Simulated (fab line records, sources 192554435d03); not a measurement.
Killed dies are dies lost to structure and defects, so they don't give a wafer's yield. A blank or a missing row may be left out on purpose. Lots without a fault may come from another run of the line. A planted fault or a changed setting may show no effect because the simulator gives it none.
fab line records | flow n5_finfet
record lots=24 wafers=72 last_day=19
route steps=1938 shown STI_FIN_REVEAL@204 DUMMY_GATE@233 SD_EPI_N@272
lots that met no fault: from a run of the same line without faults
start_h: hours from the record's first day to the start of the lot's first wafer shown | wait_h: hours since the lot's step before | " the same as in the row above | L1.1+2: a row that stands for several wafers | - no value, or no start given | * or withheld: withheld | < > ~ a bound
route shown NAME@n: a module of which the file shows steps, and the number in the route of the first | usual: mean/standard deviation of fault-free wafers | same: alike in all rows | chamber/n: place in a boat | sites: the reading at each site | _std_site: their standard deviation | _edge_site: outer sites' mean less inner sites' | radius_mm: how far each site lies from the wafer's centre | mask NAME#n: copy n | behind: the tool/chamber that last shaped the wafer | hold: why the lot was held/for how many hours/how that ended | device: the transistor (n, p or np) that didn't switch | end of line: the same wafers' tests at the end of the route | a step without rows: its recipe alone | killed: dies lost to structure and defects at the first sort, not the wafer's yield | map: a wafer's dies, x killed, . not, _ none there
set.NAME: the setting as run; set.NAME@STEP: as run at that earlier step | model.NAME: the simulator's own value behind a step, which no gauge read
steps of the route over a sample of lots; a table a step, a row a wafer
services: from which hour (start_h, from the record's first day; less than 0 if before it) a tool's chamber was out of use, for how many hours, and why
## steps
# step N5_STI_FIN_REVEAL_OXIDATION_33
# recipe chemistry=O2_PLASMA_REMOTE temp_c=150 time_s=20 pressure_mtorr=1000 source_power_w=2000 o2_flow_sccm=3000
# usual drypump_motor_current_A=5.26/0.18 heater_power_w=156/15 rf_fwd_power_W=1981/8.4 temp_c=150.00/0.14
# columns lot.wafer tool chamber start_h wait_h drypump_motor_current_A heater_power_w rf_fwd_power_W rf_hours_counter_h temp_c
L074.1 plasma_asher-02 0 37.17 0.0 5.36 172 1984 82 150.00
L074.3 " 0 " " 5.37 171 1982 - 150.11
L074.5 " 0 " " 5.38 168 1977 - 150.12
L075.2 plasma_asher-01 1 42.94 0.0 5.44 123 1969 30 150.20
L075.4 " 0 " " 4.83 147 1984 - 150.09
L075.6 " 0 " " 4.84 143 1985 - 149.99
L076.1 plasma_asher-02 1 47.98 0.0 5.18 154 1971 85 149.87
L076.4 " 0 " " 5.40 170 1983 - 149.93
L076.6 " 0 " " 5.39 171 1980 - 149.87
L077.1 plasma_asher-02 1 54.21 0.0 5.22 151 1973 86 149.70
L077.4 " 0 " " 5.40 170 1989 - 149.93
L077.6 " 1 " " 5.19 153 1974 - 149.93
L078.2 plasma_asher-02 0 62.92 0.0 5.37 171 1992 87 150.07
L078.4 " 1 " " 5.19 155 1975 - 150.23
L078.6 " 0 " " 5.40 173 1986 - 150.03
L079.2 plasma_asher-01 0 69.68 0.0 4.79 150 1988 36 150.06
L079.3 " 1 " " 5.46 122 1968 - 149.90
L079.5 " 1 " " 5.46 120 1965 - 150.09
L080.1 plasma_asher-01 0 73.22 0.0 4.81 143 1985 36 149.97
L080.3 " 0 " " 4.82 141 1984 - 149.88
L080.5 " 1 " " 5.49 124 1978 - 150.24
L081.1 plasma_asher-02 1 80.24 0.1 5.21 149 1992 91 149.91
L081.2 " 0 " " 5.38 171 1985 91 150.07
L081.6 " 0 " " 5.39 168 1981 - 149.95
L082.1 plasma_asher-02 0 83.70 0.0 5.37 173 1991 91 150.16
L082.4 " 1 " " 5.19 148 1983 - 149.79
L082.5 " 0 " " 5.38 171 1991 - 150.00
L083.2 plasma_asher-02 1 89.81 0.0 5.21 151 1977 93 149.90
L083.4 " 0 " " 5.40 169 1985 - 149.96
L083.6 " 1 " " 5.19 150 1985 - 149.81
L084.2 plasma_asher-02 1 97.71 0.0 5.15 153 1977 94 149.87
L084.5 " 1 " " 5.19 150 1974 - 149.79
L084.6 " 0 " " 5.37 172 1987 - 149.85
L085.2 plasma_asher-02 0 103.33 0.0 5.38 170 1992 95 150.20
L085.5 " 1 " " 5.19 155 1977 - 149.91
L085.6 " 0 " " 5.39 169 1991 - 150.12
L086.1 plasma_asher-01 0 112.64 0.0 4.82 144 1991 43 149.84
L086.3 " 0 " " 4.84 140 1988 - 149.80
L086.5 " 0 " " 4.82 142 1992 - 150.02
L087.2 plasma_asher-02 0 117.01 0.0 5.39 171 1994 98 150.12
L087.3 " 1 " " 5.16 155 1980 - 150.20
L087.6 " 1 " " 5.16 155 1982 - 150.07
L088.2 plasma_asher-02 0 120.94 0.0 5.38 175 1987 99 150.12
L088.3 " 0 " " 5.37 169 1995 - 150.02
L088.4 " 1 " " 5.20 153 1958 - 150.30
L089.1 plasma_asher-01 0 126.27 0.0 4.81 145 1981 46 149.99
L089.4 " 1 " " 5.48 128 1966 - 150.00
L089.6 " 1 " " 5.46 122 1973 - 150.10
L090.3 plasma_asher-02 1 132.93 0.0 5.19 154 1989 - 150.07
L090.4 " 0 " " 5.40 171 1995 - 149.52
L090.6 " 1 " " 5.18 152 1978 - 150.27
L091.2 plasma_asher-02 1 139.13 0.0 5.20 153 1971 102 150.19
L091.5 " 1 " " 5.20 149 1967 - 149.95
L091.6 " 0 " " 5.40 169 1992 - 150.04
L092.3 plasma_asher-02 0 143.65 0.0 5.39 174 1987 - 150.17
L092.5 " 1 " " 5.18 152 1979 - 149.90
L092.6 " 0 " " 5.40 169 1985 - 150.07
L093.2 plasma_asher-02 1 150.56 0.0 5.17 156 1975 104 150.19
L093.3 " 0 " " 5.40 169 1983 - 149.93
L093.4 " 1 " " 5.19 155 1973 - 150.27
L094.3 plasma_asher-02 1 156.58 0.0 5.20 152 1976 - 150.07
L094.5 " 0 " " 5.40 171 1971 - 149.90
L094.6 " 1 " " 5.20 157 1984 - 150.21
L095.2 plasma_asher-02 1 164.28 0.0 5.22 151 1979 107 150.04
L095.5 " 1 " " 5.20 154 1992 - 150.12
L095.6 " 0 " " 5.38 173 1973 - 149.95
L096.1 plasma_asher-02 0 169.89 0.0 5.41 170 1992 108 149.88
L096.2 " 1 " " 5.19 153 1961 108 149.94
L096.5 " 1 " " 5.18 155 1978 - 149.79
L097.3 plasma_asher-02 1 177.14 0.0 5.16 153 1976 - 150.04
L097.4 " 0 " " 5.41 172 1991 - 149.96
L097.5 " 0 " " 5.39 174 1988 - 149.86
# step N5_DUMMY_GATE_INSPECT_17
# recipe mode=adi inspect_instrument=brightfield
# usual raw_defect_count=202/48
# columns lot.wafer tool chamber start_h wait_h raw_defect_count
L074.1 defect_inspect-02 - 49.89 0.1 234
L074.3 " - " " 229
L074.5 " - " " 270
L075.2 defect_inspect-01 - 54.34 0.0 170
L075.4 " - " " 139
L075.6 " - " " 242
L076.1 defect_inspect-02 - 58.00 0.1 182
L076.4 " - " " 172
L076.6 " - " " 149
L077.1 defect_inspect-01 - 63.33 0.1 173
L077.4 " - " " 146
L077.6 " - " " 146
L078.2 defect_inspect-02 - 76.65 0.0 169
L078.4 " - " " 165
L078.6 " - " " 135
L079.2 defect_inspect-01 - 80.68 0.0 184
L079.3 " - " " 159
L079.5 " - " " 175
L080.1 defect_inspect-01 - 83.85 0.1 172
L080.3 " - " " 184
L080.5 " - " " 153
L081.1 defect_inspect-01 - 90.12 0.1 197
L081.2 " - " " 306
L081.6 " - " " 289
L082.1 defect_inspect-02 - 92.86 0.1 234
L082.4 " - " " 234
L082.5 " - " " 223
L083.2 defect_inspect-02 - 98.66 0.0 186
L083.4 " - " " 188
L083.6 " - " " 164
L084.2 defect_inspect-01 - 107.92 0.0 184
L084.5 " - " " 192
L084.6 " - " " 186
L085.2 defect_inspect-01 - 112.80 0.0 208
L085.5 " - " " 229
L085.6 " - " " 242
L086.1 defect_inspect-01 - 123.47 0.1 172
L086.3 " - " " 188
L086.5 " - " " 218
L087.2 defect_inspect-02 - 128.17 0.0 228
L087.3 " - " " 186
L087.6 " - " " 173
L088.2 defect_inspect-02 - 134.03 0.0 265
L088.3 " - " " 298
L088.4 " - " " 231
L089.1 defect_inspect-02 - 135.12 0.1 218
L089.4 " - " " 234
L089.6 " - " " 281
L090.3 defect_inspect-01 - 141.97 0.0 165
L090.4 " - " " 170
L090.6 " - " " 173
L091.2 defect_inspect-02 - 148.22 0.0 288
L091.5 " - " " 217
L091.6 " - " " 208
L092.3 defect_inspect-01 - 152.50 0.0 322
L092.5 " - " " 250
L092.6 " - " " 303
L093.2 defect_inspect-02 - 160.22 0.0 238
L093.3 " - " " 222
L093.4 " - " " 200
L094.3 defect_inspect-01 - 165.58 0.0 194
L094.5 " - " " 244
L094.6 " - " " 229
L095.2 defect_inspect-02 - 173.32 0.0 218
L095.5 " - " " 184
L095.6 " - " " 187
L096.1 defect_inspect-01 - 178.77 0.1 159
L096.2 " - " " 197
L096.5 " - " " 181
L097.3 defect_inspect-01 - 186.05 0.1 199
L097.4 " - " " 136
L097.5 " - " " 113
# step N5_DUMMY_GATE_ETCH_37
# recipe chemistry=N2/H2 target=SOC target_depth_a=600 overetch_a=300 temp_c=40 ion_energy_ev=200 pressure_mtorr=30 source_w=840 bias_w=150 n2_flow_sccm=200 h2_flow_sccm=200
# usual drypump_motor_current_A=5.5/0.49 oes_product_au=0.63/0.066 rf_fwd_power_W=830/4.1 rf_vpp_V=525/3.1 showerhead_plenum_p_Torr=2.57/0.11 temp_c=40.00/0.1 throttle_valve_pct=17.84/0.24
# columns lot.wafer tool chamber start_h wait_h drypump_motor_current_A oes_product_au rf_fwd_power_W rf_hours_counter_h rf_vpp_V showerhead_plenum_p_Torr temp_c throttle_valve_pct
L074.1 rie_diel-05 2 50.07 0.0 5.1 0.54 836 235 520 2.39 40.05 18.15
L074.3 " 0 " " 5.8 0.70 830 26 528 2.71 40.00 17.61
L074.5 " 0 " " 5.8 0.71 831 - 528 2.71 39.95 17.59
L075.2 rie_diel-04 2 54.52 0.0 5.1 0.58 827 160 520 2.42 39.87 17.68
L075.4 " 0 " " 5.3 0.61 834 116 524 2.57 39.93 17.53
L075.6 " 1 " " 5.0 0.61 825 - 526 2.66 40.11 18.17
L076.1 rie_diel-05 1 58.18 0.0 5.6 0.73 833 19 529 2.70 39.86 17.78
L076.4 " 2 " " 5.0 0.55 831 - 520 2.39 39.89 18.16
L076.6 " 0 " " 5.8 0.70 832 - 528 2.71 40.12 17.63
L077.1 rie_diel-04 1 63.50 0.0 4.9 0.61 826 127 526 2.65 40.03 18.18
L077.4 " 2 " " 5.1 0.59 830 163 520 2.42 39.87 17.69
L077.6 " 2 " " 5.1 0.58 827 - 520 2.42 40.11 17.68
L078.2 rie_diel-05 1 76.83 0.0 5.6 0.70 833 25 528 2.70 39.98 17.80
L078.4 " 2 " " 5.0 0.54 831 243 520 2.39 39.97 18.18
L078.6 " 2 " " 5.1 0.54 829 - 519 2.39 40.02 18.16
L079.2 rie_diel-05 2 80.86 0.0 5.0 0.54 834 245 520 2.39 39.98 18.17
L079.3 " 3 " " 6.1 0.77 831 2 524 2.48 40.09 17.37
L079.5 " 2 " " 5.0 0.55 835 - 518 2.39 40.16 18.16
L080.1 rie_diel-05 2 84.17 0.0 5.0 0.54 834 246 520 2.39 39.83 18.18
L080.3 " 3 " " 6.1 0.76 826 3 522 2.48 40.04 17.36
L080.5 " 2 " " 5.0 0.54 832 - 521 2.39 40.10 18.19
L081.1 rie_diel-04 0 90.30 0.0 5.3 0.61 835 125 524 2.56 40.07 17.57
L081.2 " 1 " " 5.0 0.61 825 133 528 2.65 40.04 18.18
L081.6 " 1 " " 4.9 0.60 823 - 527 2.65 40.26 18.19
L082.1 rie_diel-04 1 93.24 0.0 4.9 0.60 821 134 527 2.65 39.98 18.19
L082.4 " 3 " " 4.9 0.61 834 145 527 2.64 39.70 17.90
L082.5 " 3 " " 4.9 0.61 834 - 527 2.64 40.03 17.90
L083.2 rie_diel-03 1 98.84 0.0 6.1 0.59 834 132 524 2.55 39.96 17.97
L083.4 " 0 " " 4.9 0.62 831 133 524 2.45 40.04 18.07
L083.6 " 2 " " 6.2 0.56 832 - 525 2.62 39.86 17.83
L084.2 rie_diel-05 2 108.10 0.0 5.0 0.54 829 253 519 2.38 40.08 18.20
L084.5 " 1 " " 5.6 0.69 826 - 530 2.70 39.99 17.80
L084.6 " 2 " " 5.0 0.54 831 - 520 2.38 39.99 18.19
L085.2 rie_diel-04 0 112.98 0.0 5.3 0.60 832 132 525 2.56 39.96 17.58
L085.5 " 1 " " 4.9 0.60 826 - 529 2.65 39.94 18.18
L085.6 " 0 " " 5.3 0.60 833 - 524 2.56 39.96 17.57
L086.1 rie_diel-03 3 123.67 0.0 6.3 0.54 827 240 524 2.49 40.04 18.21
L086.3 " 2 " " 6.2 0.57 833 214 526 2.62 39.98 17.84
L086.5 " 1 " " 6.1 0.59 831 - 524 2.54 40.10 17.97
L087.2 rie_diel-05 3 128.36 0.0 6.1 0.73 833 14 524 2.47 40.01 17.40
L087.3 " 0 " " 5.8 0.68 832 49 528 2.70 40.01 17.65
L087.6 " 3 " " 6.1 0.72 832 - 522 2.47 40.07 17.40
L088.2 rie_diel-05 1 134.21 0.0 5.6 0.68 831 42 530 2.69 39.88 17.81
L088.3 " 0 " " 5.8 0.68 835 51 528 2.70 40.17 17.65
L088.4 " 3 " " 6.1 0.73 827 - 522 2.47 40.04 17.39
L089.1 rie_diel-04 3 135.30 0.0 4.9 0.60 835 156 526 2.64 40.04 17.93
L089.4 " 2 " " 5.1 0.58 823 181 522 2.41 40.18 17.71
L089.6 " 2 " " 5.1 0.57 822 - 520 2.41 40.02 17.72
L090.3 rie_diel-03 0 142.15 0.0 4.9 0.62 823 145 522 2.45 40.11 18.08
L090.4 " 2 " " 6.1 0.56 829 219 527 2.61 39.89 17.85
L090.6 " 2 " " 6.1 0.56 831 - 527 2.61 40.02 17.86
L091.2 rie_diel-04 1 148.57 0.0 4.9 0.60 826 149 527 2.64 39.87 18.22
L091.5 " 2 " " 5.1 0.57 828 - 521 2.41 40.12 17.72
L091.6 " 3 " " 4.9 0.60 833 - 527 2.63 39.85 17.92
L092.3 rie_diel-05 2 153.35 0.0 5.0 0.76 830 6 527 2.70 39.83 17.78
L092.5 " 3 " " 6.2 0.71 828 - 522 2.47 40.12 17.40
L092.6 " 2 " " 5.0 0.76 831 - 528 2.70 40.06 17.78
L093.2 rie_diel-03 2 160.47 0.0 6.2 0.55 832 226 524 2.61 40.02 17.86
L093.3 " 1 " " 6.1 0.58 830 - 524 2.54 40.12 18.00
L093.4 " 2 " " 6.1 0.56 834 - 526 2.61 40.07 17.86
L094.3 rie_diel-05 2 165.76 0.0 5.0 0.76 830 12 528 2.70 39.88 17.80
L094.5 " 1 " " 5.6 0.67 831 - 528 2.69 40.03 17.85
L094.6 " 2 " " 5.0 0.75 830 - 529 2.70 40.12 17.80
L095.2 rie_diel-03 0 173.55 0.0 4.9 0.60 829 154 520 2.44 40.01 18.10
L095.5 " 0 " " 4.9 0.61 833 - 520 2.44 40.07 18.10
L095.6 " 1 " " 6.0 0.57 834 - 523 2.54 40.00 18.01
L096.1 rie_diel-05 2 178.95 0.0 5.1 0.73 831 17 528 2.70 40.03 17.79
L096.2 " 1 " " 5.6 0.67 829 58 529 2.69 40.04 17.85
L096.5 " 1 " " 5.6 0.67 829 - 527 2.69 40.12 17.85
L097.3 rie_diel-03 3 186.95 0.0 6.3 0.76 825 4 524 2.48 39.91 17.78
L097.4 " 1 " " 6.0 0.57 833 163 523 2.53 39.98 18.00
L097.5 " 0 " " 4.9 0.60 826 - 521 2.44 40.07 18.13
# step N5_DUMMY_GATE_ETCH_23
# recipe chemistry=HBr/Cl2/O2 HBr_flow_sccm=150 Cl2_flow_sccm=80 O2_flow_sccm=12 bias_w=102 target_depth_a=410 time_s=22.3 target=poly-Si mask_material=SiO2 pressure_mtorr=10 icp_w=800
# usual drypump_motor_current_A=5.9/0.4 oes_product_au=1.008/0.016 rf_fwd_power_W=793/3.4 throttle_valve_pct=37.04/0.27
# columns lot.wafer tool chamber start_h wait_h drypump_motor_current_A oes_product_au rf_fwd_power_W rf_hours_counter_h throttle_valve_pct
L074.1 rie_si-02 2 50.93 0.0 6.4 1.031 790 155 37.07
L074.3 " 3 " " 5.7 0.996 794 5 36.77
L074.5 " 1 " " 5.7 1.012 792 - 36.88
L075.2 rie_si-02 1 55.16 0.0 5.7 0.990 784 111 36.86
L075.4 " 0 " " 5.8 1.015 795 124 37.23
L075.6 " 1 " " 5.7 1.001 784 - 36.87
L076.1 rie_si-06 3 58.73 0.0 5.3 1.015 794 32 37.44
L076.4 " 0 " " 6.1 1.015 795 88 36.72
L076.6 " 0 " " 6.1 1.014 793 - 36.73
L077.1 rie_si-02 1 64.06 0.0 5.7 1.006 790 111 36.85
L077.4 " 0 " " 5.8 1.022 798 125 37.22
L077.6 " 1 " " 5.7 1.013 787 - 36.89
L078.2 rie_si-03 1 77.47 0.0 6.5 1.013 789 133 36.68
L078.4 " 0 " " 5.3 0.995 789 - 37.12
L078.6 " 3 " " 6.3 0.966 797 - 37.60
L079.2 rie_si-02 0 81.42 0.0 5.8 1.022 794 125 37.23
L079.3 " 2 " " 6.5 1.020 796 156 37.05
L079.5 " 1 " " 5.7 0.994 797 - 36.85
L080.1 rie_si-03 3 84.74 0.0 6.3 0.971 795 53 37.60
L080.3 " 0 " " 5.3 0.998 792 187 37.10
L080.5 " 1 " " 6.5 1.012 795 - 36.68
L081.1 rie_si-02 3 90.85 0.0 5.7 1.002 791 6 36.76
L081.2 " 1 " " 5.7 1.009 790 111 36.87
L081.6 " 2 " " 6.5 1.027 792 - 37.07
L082.1 rie_si-02 3 93.80 0.0 5.7 1.012 798 6 36.78
L082.4 " 1 " " 5.7 1.007 787 111 36.87
L082.5 " 3 " " 5.8 0.990 796 - 36.78
L083.2 rie_si-06 1 99.40 0.0 6.7 1.008 795 34 37.47
L083.4 " 2 " " 5.9 0.969 797 139 36.77
L083.6 " 3 " " 5.3 1.001 792 - 37.44
L084.2 rie_si-02 3 108.66 0.0 5.7 0.997 795 6 36.76
L084.5 " 0 " " 5.8 1.032 797 - 37.21
L084.6 " 1 " " 5.7 0.996 794 - 36.87
L085.2 rie_si-02 0 113.54 0.0 5.8 1.025 798 125 37.22
L085.5 " 0 " " 5.8 1.025 790 - 37.23
L085.6 " 1 " " 5.7 1.010 784 - 36.87
L086.1 rie_si-03 1 124.56 0.0 6.4 1.014 792 134 36.68
L086.3 " 3 " " 6.3 0.986 794 54 37.60
L086.5 " 1 " " 6.4 1.012 793 - 36.69
L087.2 rie_si-02 3 129.00 0.0 5.7 1.007 793 6 36.77
L087.3 " 1 " " 5.7 1.010 788 112 36.86
L087.6 " 2 " " 6.5 1.014 797 - 37.06
L088.2 rie_si-02 3 135.03 0.0 5.7 0.998 795 6 36.76
L088.3 " 2 " " 6.4 1.021 787 157 37.07
L088.4 " 1 " " 5.7 0.990 787 112 36.85
L089.1 rie_si-06 3 136.34 0.0 5.3 1.001 796 34 37.44
L089.4 " 0 " " 6.1 1.011 792 89 36.71
L089.6 " 0 " " 6.1 1.010 793 - 36.74
L090.3 rie_si-03 0 142.76 0.0 5.3 1.001 790 188 37.13
L090.4 " 1 " " 6.4 1.020 786 134 36.68
L090.6 " 1 " " 6.4 1.018 790 - 36.68
L091.2 rie_si-06 3 149.39 0.0 5.2 0.998 798 34 37.45
L091.5 " 0 " " 6.1 1.018 793 - 36.71
L091.6 " 1 " " 6.7 1.018 795 - 37.48
L092.3 rie_si-02 0 153.95 0.0 5.8 1.014 795 126 37.21
L092.5 " 3 " " 5.7 1.003 794 - 36.77
L092.6 " 0 " " 5.8 1.009 793 - 37.22
L093.2 rie_si-02 0 161.33 0.0 5.8 1.016 793 127 37.23
L093.3 " 3 " " 5.7 0.998 793 7 36.78
L093.4 " 1 " " 5.7 0.998 793 - 36.88
L094.3 rie_si-02 1 166.32 0.0 5.7 1.002 788 113 36.87
L094.5 " 1 " " 5.7 1.008 788 - 36.87
L094.6 " 0 " " 5.8 1.016 800 - 37.23
L095.2 rie_si-03 3 174.28 0.0 6.3 0.971 794 55 37.60
L095.5 " 0 " " 5.3 1.018 792 - 37.12
L095.6 " 1 " " 6.4 1.024 791 - 36.68
L096.1 rie_si-03 0 179.50 0.0 5.3 0.997 793 188 37.13
L096.2 " 3 " " 6.3 0.975 799 55 37.59
L096.5 " 3 " " 6.3 0.968 796 - 37.57
L097.3 rie_si-06 3 187.86 0.0 5.3 1.027 792 34 37.46
L097.4 " 1 " " 6.7 1.012 792 36 37.49
L097.5 " 0 " " 6.1 1.027 798 - 36.73
# step N5_SD_EPI_N_INSPECT_11
# recipe mode=adi inspect_instrument=macro
# usual raw_defect_count=1.9/1.4
# columns lot.wafer tool chamber start_h wait_h raw_defect_count
L074.1 defect_inspect-02 - 52.37 0.0 5
L074.3 " - " " 0
L074.5 " - " " 2
L075.2 defect_inspect-01 - 56.67 0.0 1
L075.4 " - " " 1
L075.6 " - " " 2
L076.1 defect_inspect-02 - 61.63 0.0 2
L076.4 " - " " 2
L076.6 " - " " 2
L077.1 defect_inspect-02 - 66.66 0.0 1
L077.4 " - " " 5
L077.6 " - " " 5
L078.2 defect_inspect-01 - 78.85 0.0 3
L078.4 " - " " 2
L078.6 " - " " 3
L079.2 defect_inspect-01 - 82.81 0.0 3
L079.3 " - " " 4
L079.5 " - " " 4
L080.1 defect_inspect-01 - 87.04 0.0 3
L080.3 " - " " 4
L080.5 " - " " 2
L081.1 defect_inspect-01 - 92.36 0.0 2
L081.2 " - " " 0
L081.6 " - " " 4
L082.1 defect_inspect-02 - 95.86 0.0 3
L082.4 " - " " 3
L082.5 " - " " 3
L083.2 defect_inspect-02 - 101.25 0.0 5
L083.4 " - " " 2
L083.6 " - " " 4
L084.2 defect_inspect-02 - 110.05 0.0 3
L084.5 " - " " 1
L084.6 " - " " 2
L085.2 defect_inspect-01 - 114.92 0.0 2
L085.5 " - " " 2
L085.6 " - " " 2
L086.1 defect_inspect-02 - 125.94 0.0 2
L086.3 " - " " 3
L086.5 " - " " 2
L087.2 defect_inspect-02 - 130.96 0.0 2
L087.3 " - " " 2
L087.6 " - " " 1
L088.2 defect_inspect-01 - 136.55 0.0 1
L088.3 " - " " 1
L088.4 " - " " 1
L089.1 defect_inspect-02 - 142.59 0.0 3
L089.4 " - " " 2
L089.6 " - " " 2
L090.3 defect_inspect-01 - 144.28 0.0 2
L090.4 " - " " 1
L090.6 " - " " 1
L091.2 defect_inspect-02 - 151.10 0.0 0
L091.5 " - " " 1
L091.6 " - " " 2
L092.3 defect_inspect-02 - 155.60 0.0 0
L092.5 " - " " 2
L092.6 " - " " 1
L093.2 defect_inspect-01 - 163.84 0.0 3
L093.3 " - " " 3
L093.4 " - " " 0
L094.3 defect_inspect-01 - 167.83 0.0 1
L094.5 " - " " 2
L094.6 " - " " 0
L095.2 defect_inspect-02 - 176.38 0.0 0
L095.5 " - " " 0
L095.6 " - " " 4
L096.1 defect_inspect-02 - 181.63 0.0 2
L096.2 " - " " 4
L096.5 " - " " 2
L097.3 defect_inspect-02 - 189.83 0.0 0
L097.4 " - " " 0
L097.5 " - " " 6
# step N5_SD_EPI_N_VAPOR_ETCH_50
# recipe chemistry=HCl target=Si temp_c=775 time_s=54 pressure_torr=20 mode=isotropic
# usual chamber_pressure_Torr=19.99/0.044 throttle_valve_pct=11.43/0.26
# columns lot.wafer tool chamber start_h wait_h chamber_pressure_Torr throttle_valve_pct
L074.1 epi_rpcvd-02 0 53.89 0.3 19.99 11.23
L074.3 " 0 " " 19.97 10.97
L074.5 " 0 " " 19.96 11.04
L075.2 epi_rpcvd-02 0 58.23 0.3 20.00 11.12
L075.4 " 0 " " 19.96 11.28
L075.6 " 0 " " 19.95 11.13
L076.1 epi_rpcvd-04 0 63.16 0.3 19.99 11.44
L076.4 " 0 " " 19.96 11.70
L076.6 " 0 " " 20.02 11.53
L077.1 epi_rpcvd-03 0 68.32 0.4 20.04 11.12
L077.4 " 0 " " 20.02 11.44
L077.6 " 0 " " 20.01 11.25
L078.2 epi_rpcvd-04 0 80.42 0.3 20.02 11.75
L078.4 " 0 " " 20.08 11.77
L078.6 " 0 " " 20.02 11.62
L079.2 epi_rpcvd-02 0 84.40 0.3 19.94 11.11
L079.3 " 0 " " 20.00 11.59
L079.5 " 0 " " 19.99 11.26
L080.1 epi_rpcvd-02 0 88.85 0.3 20.00 11.41
L080.3 " 0 " " 19.95 11.16
L080.5 " 0 " " 19.99 11.45
L081.1 epi_rpcvd-04 0 94.14 0.3 19.98 11.87
L081.2 " 0 " " 20.10 11.52
L081.6 " 0 " " 20.06 11.64
L082.1 epi_rpcvd-04 0 97.38 0.3 19.95 11.98
L082.4 " 0 " " 19.91 11.65
L082.5 " 0 " " 19.98 11.77
L083.2 epi_rpcvd-04 0 103.65 0.3 20.01 11.65
L083.4 " 0 " " 20.03 11.44
L083.6 " 0 " " 19.96 11.80
L084.2 epi_rpcvd-03 0 112.02 0.5 19.95 11.19
L084.5 " 0 " " 19.98 11.22
L084.6 " 0 " " 20.03 11.27
L085.2 epi_rpcvd-04 0 116.47 0.3 19.96 11.69
L085.5 " 0 " " 19.92 11.70
L085.6 " 0 " " 20.01 11.74
L086.1 epi_rpcvd-04 0 127.75 0.5 20.02 11.40
L086.3 " 0 " " 20.05 11.81
L086.5 " 0 " " 19.98 11.61
L087.2 epi_rpcvd-02 0 132.68 0.4 20.03 11.16
L087.3 " 0 " " 19.96 11.40
L087.6 " 0 " " 19.96 11.08
L088.2 epi_rpcvd-03 0 138.51 0.3 20.00 11.25
L088.3 " 0 " " 20.02 11.46
L088.4 " 0 " " 19.93 11.40
L089.1 epi_rpcvd-03 0 144.74 0.3 20.02 11.32
L089.4 " 0 " " 19.97 11.36
L089.6 " 0 " " 19.92 11.24
L090.3 epi_rpcvd-02 0 146.03 0.2 19.99 11.38
L090.4 " 0 " " 19.96 11.07
L090.6 " 0 " " 19.95 11.35
L091.2 epi_rpcvd-04 0 152.96 0.5 19.96 11.74
L091.5 " 0 " " 19.95 11.87
L091.6 " 0 " " 19.97 11.72
L092.3 epi_rpcvd-02 0 157.35 0.3 20.04 11.22
L092.5 " 0 " " 20.03 11.30
L092.6 " 0 " " 20.03 11.30
L093.2 epi_rpcvd-03 0 165.42 0.3 19.99 11.19
L093.3 " 0 " " 20.00 11.17
L093.4 " 0 " " 20.10 10.94
L094.3 epi_rpcvd-03 0 169.86 0.3 19.96 11.16
L094.5 " 0 " " 19.98 11.59
L094.6 " 0 " " 19.94 11.04
L095.2 epi_rpcvd-02 0 177.94 0.3 20.01 11.25
L095.5 " 0 " " 20.02 11.28
L095.6 " 0 " " 19.99 11.29
L096.1 epi_rpcvd-02 0 183.16 0.3 20.01 11.37
L096.2 " 0 " " 20.03 11.14
L096.5 " 0 " " 20.03 11.22
L097.3 epi_rpcvd-04 0 191.61 0.3 19.91 11.70
L097.4 " 0 " " 19.90 11.89
L097.5 " 0 " " 19.98 11.66
## services
# columns tool chamber start_h hours kind
rie_diel-03 - 20.48 2.8 pm
rie_diel-03 3 28.11 2.7 repair
rie_si-06 - 43.83 0.2 repair
rie_diel-05 1 46.73 4.1 repair
rie_diel-03 1 70.57 13.5 repair
rie_diel-04 2 71.52 4.8 repair
rie_si-06 1 86.83 2.3 repair
rie_si-03 0 97.58 5.6 repair
epi_rpcvd-02 - 97.88 6.0 pm
rie_si-03 - 101.03 4.3 pm
rie_diel-05 2 111.70 7.9 repair
rie_si-03 2 115.87 4.5 repair
epi_rpcvd-04 - 131.06 8.1 pm
epi_rpcvd-03 - 137.62 0.5 pm
rie_si-06 - 141.29 0.4 repair
rie_diel-05 - 147.63 0.9 repair
rie_diel-03 0 154.99 7.7 repair
rie_si-02 1 156.07 1.9 repair
plasma_asher-02 - 158.03 2.8 pm
rie_diel-04 - 174.46 15.6 pm
rie_diel-05 2 179.59 5.7 repair
rie_diel-05 1 184.83 6.6 repair
rie_si-02 0 187.72 4.2 repair
rie_si-06 3 190.75 3.6 repair
## key
fault none
